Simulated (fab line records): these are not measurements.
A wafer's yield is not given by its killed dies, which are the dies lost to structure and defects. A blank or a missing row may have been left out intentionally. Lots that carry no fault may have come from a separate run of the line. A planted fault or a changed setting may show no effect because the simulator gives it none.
Chamber matching | flow n5Finfet | N5_PASSIVATION_PECVD_00 on pecvd-03 has 3 sister chambers
The step deposits SiO2 from SiH4/N2O, target thk 200 nm, time 11.2 s. 3 wafers are shown with their chamber, then 9 later ones without.

== WAFERS, EACH WITH ITS CHAMBER ==
wafer  | chamber | throttleValvePct (%)
L084.1 | 1       | 51.7
L087.3 | 0       | 50.0
L087.5 | 2       | 44.3

== WAFERS WITH NO CHAMBER GIVEN ==
wafer  | throttleValvePct (%)
L093.1 | 52.0
L093.4 | 50.1
L093.5 | 44.6
L097.1 | 44.6
L097.2 | 50.0
L097.5 | 49.7
L096.4 | 49.8
L096.5 | 47.4
L096.6 | 44.9

== THE CHAMBER EACH PASSED THROUGH ==
wafer  | from the rows above          | in truth
L093.1 | can't be placed: 1 or 0      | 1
L093.4 | can't be placed: 0 or 1      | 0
L093.5 | 2                            | 2
L097.1 | 2                            | 2
L097.2 | can't be placed: 0 or 1      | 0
L097.5 | can't be placed: 0 or 1      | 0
L096.4 | can't be placed: 0 or 1      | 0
L096.5 | can't be placed: 0 or 2 or 1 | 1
L096.6 | 2                            | 2
Correct placement for 3 of the 9. Can't be placed from these rows: 6 (the true chamber is among the candidates in 6). Number placed wrongly: 0.
How it was worked out, from the rows above alone: a wafer's distance from a chamber is the root of the sum, over the readings, of the square of ((its reading less the chamber's mean) divided by the reading's scatter). If the next closest chamber is less than 2 further off than the closest, the wafer can't be placed; otherwise it belongs to the closest. The mean given for a chamber averages the wafers shown for that chamber. The scatter: with one shown wafer a chamber, the root of the mean of the squares of how far each hidden wafer lies from its nearest shown one.
